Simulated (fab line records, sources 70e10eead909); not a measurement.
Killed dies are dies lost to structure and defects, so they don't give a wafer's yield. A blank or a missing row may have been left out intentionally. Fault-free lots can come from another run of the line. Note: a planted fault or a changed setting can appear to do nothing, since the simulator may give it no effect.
What tool caused it? ; flow nand_harc ; 24 lots with 72 wafers sampled at 3 steps, on a route of 1302 steps

## WHAT THE GAUGES SHOWED, per wafer
NHARC_A_M0_INSPECT_27.
lot;measured;on;raw_defect_count
L075;day 23 14:23;defect_inspect-01;662 613 764
L074;day 23 16:34;defect_inspect-01;403 416 470
L077;day 23 17:16;defect_inspect-01;541 383 538
L076;day 23 20:40;defect_inspect-02;382 449 394
L078;day 24 03:56;defect_inspect-02;479 643 461
L081;day 25 07:33;defect_inspect-02;690 588 678
L080;day 25 14:35;defect_inspect-02;892 570 655
L079;day 25 16:37;defect_inspect-02;671 586 574
L082;day 26 18:17;defect_inspect-02;511 444 407
L083;day 26 20:23;defect_inspect-01;449 442 431
L084;day 26 21:58;defect_inspect-01;514 436 485
L085;day 26 23:23;defect_inspect-02;363 374 385
L086;day 27 13:16;defect_inspect-02;965 748 656
L087;day 28 19:36;defect_inspect-01;429 505 454
L088;day 28 20:14;defect_inspect-02;408 349 400
L089;day 29 02:55;defect_inspect-01;597 528 429
L090;day 29 08:51;defect_inspect-01;743 726 658
L091;day 29 23:51;defect_inspect-02;329 524 402
L094;day 30 15:49;defect_inspect-02;619 588 562
L092;day 30 18:23;defect_inspect-02;576 592 608
L093;day 30 22:43;defect_inspect-01;528 573 489
L096;day 32 04:39;defect_inspect-01;437 413 391
L095;day 32 15:10;defect_inspect-01;419 411 619
L097;day 32 18:52;defect_inspect-01;575 444 797

NHARC_A_M1_OVL_MEAS_10: pitch 240 nm.
lot;measured;on;overlay_x_nm (nm);overlay_y_nm (nm)
L075;day 23 15:52;overlay-01;-0.2 0.0 0.3;-0.5 -0.4 -0.6
L074;day 23 17:56;overlay-02;-0.3 -0.1 0.2;-0.7 -0.4 -1.2
L077;day 23 18:44;overlay-01;-0.7 -1.0 -0.4;-0.2 -0.1 0.3
L076;day 23 22:10;overlay-02;-1.0 -1.8 -1.2;0.4 0.2 0.4
L078;day 24 05:23;overlay-01;0.3 0.3 0.2;0.2 0.1 0.4
L081;day 25 09:07;overlay-01;-1.2 -0.9 -1.2;0.4 0.5 0.7
L080;day 25 15:56;overlay-01;-0.1 -0.5 -0.4;-0.8 -1.0 -0.2
L079;day 25 18:06;overlay-01;-0.2 0.1 -0.7;-0.5 -0.5 -0.2
L082;day 26 19:45;overlay-01;-1.1 -0.9 -0.9;-0.7 -0.5 -0.7
L083;day 26 21:52;overlay-01;-0.1 0.6 0.7;0.1 0.4 0.1
L084;day 26 23:26;overlay-02;-0.4 -0.1 -0.3;-0.3 -0.5 -0.1
L085;day 27 00:45;overlay-02;-0.5 -0.1 0.4;-1.0 -0.8 -0.4
L086;day 27 14:44;overlay-02;-0.3 -0.2 -0.2;0.5 0.3 0.5
L087;day 28 20:59;overlay-01;-0.2 0.6 0.2;0.5 0.0 0.2
L088;day 28 21:38;overlay-02;-0.4 -0.2 -0.1;-0.1 -0.1 -0.6
L089;day 29 04:24;overlay-02;-0.1 -0.4 -1.1;0.1 0.8 0.2
L090;day 29 10:20;overlay-02;-0.3 0.4 -0.4;0.2 -0.3 0.1
L091;day 30 01:13;overlay-01;-0.4 -0.4 -0.3;-0.8 -0.4 -0.5
L094;day 30 17:17;overlay-02;-0.4 0.1 -0.5;1.1 0.8 0.6
L092;day 30 19:44;overlay-01;-0.4 0.4 0.2;-0.5 -0.2 -0.5
L093;day 31 00:13;overlay-01;-0.1 0.1 -0.1;-1.0 -0.6 -0.5
L096;day 32 06:07;overlay-02;-0.1 0.0 0.2;-0.6 -0.7 -0.6
L095;day 32 16:42;overlay-02;0.0 -0.9 -0.2;-0.7 -0.6 -0.6
L097;day 32 20:22;overlay-01;1.1 0.9 1.1;-0.2 0.6 0.2

## EACH LOT AND THE TOOL THAT RAN IT (in order: tool; ch and the chambers of the sampled wafers; start)
lot;NHARC_A_M0_ANNEAL_30
L075;rtp_anneal-01 ch 0, day 23 13:40
L074;rtp_anneal-01 ch 0, day 23 15:48
L077;rtp_anneal-02 ch 0, day 23 16:27
L076;rtp_anneal-02 ch 0, day 23 19:53
L078;rtp_anneal-02 ch 0, day 24 03:07
L081;rtp_anneal-01 ch 0, day 25 06:44
L080;rtp_anneal-02 ch 0, day 25 13:47
L079;rtp_anneal-01 ch 0, day 25 15:51
L082;rtp_anneal-01 ch 0, day 26 17:29
L083;rtp_anneal-02 ch 0, day 26 19:35
L084;rtp_anneal-01 ch 0, day 26 21:11
L085;rtp_anneal-01 ch 0, day 26 22:39
L086;rtp_anneal-02 ch 0, day 27 12:31
L087;rtp_anneal-01 ch 0, day 28 18:50
L088;rtp_anneal-01 ch 0, day 28 19:25
L089;rtp_anneal-02 ch 0, day 29 02:05
L090;rtp_anneal-02 ch 0, day 29 08:05
L091;rtp_anneal-02 ch 0, day 29 23:02
L094;rtp_anneal-02 ch 0, day 30 15:03
L092;rtp_anneal-02 ch 0, day 30 17:31
L093;rtp_anneal-02 ch 0, day 30 21:59
L096;rtp_anneal-01 ch 0, day 32 03:53
L095;rtp_anneal-01 ch 0, day 32 14:28
L097;rtp_anneal-01 ch 0, day 32 18:07
- NHARC_A_M0_ANNEAL_30: time 90 s.

## AS READ BY THE TOOLS THEMSELVES (means over the sampled wafers that have a number; for cases with no such wafer, the mark the record gives instead)
NHARC_A_M0_ANNEAL_30.
lot;tool;wafer_temp_C_max
L075;rtp_anneal-01;226.5
L074;rtp_anneal-01;226.5
L077;rtp_anneal-02;226.7
L076;rtp_anneal-02;226.7
L078;rtp_anneal-02;226.6
L081;rtp_anneal-01;226.2
L080;rtp_anneal-02;226.7
L079;rtp_anneal-01;226.3
L082;rtp_anneal-01;226.2
L083;rtp_anneal-02;226.2
L084;rtp_anneal-01;226.2
L085;rtp_anneal-01;226.3
L086;rtp_anneal-02;226.8
L087;rtp_anneal-01;226.5
L088;rtp_anneal-01;226.5
L089;rtp_anneal-02;226.5
L090;rtp_anneal-02;226.4
L091;rtp_anneal-02;226.9
L094;rtp_anneal-02;226.7
L092;rtp_anneal-02;226.2
L093;rtp_anneal-02;226.4
L096;rtp_anneal-01;226.7
L095;rtp_anneal-01;226.3
L097;rtp_anneal-01;226.2

## THE ANSWER, worked out from the rows above alone
Rule: the lots themselves supply what counts as usual. Put in order of their means at a reading, lots are off if they are a third of the lots or fewer, leave a main group of 4 or more, and stand apart from it by a gap of 3 or more times the standard deviation of the main group's means; of several such gaps the widest counts. Not used: any main group whose means are identical at the precision the tables above print for the reading. Also off: a lot with no number at a reading for which 4 or more lots have one. Where the step has rows for the other lots, those lots are counted as sound. Order of review: gauges by route order, followed by the tools' own readings, for which a lot's mean as printed above is used. The first step at which some lot is off is used, and at that step the reading that is off furthest; a lot without a number counts as furthest.
No lot is off at any reading shown: from this, nothing can be told.

## WHAT WAS PUT IN BY THE SIMULATOR
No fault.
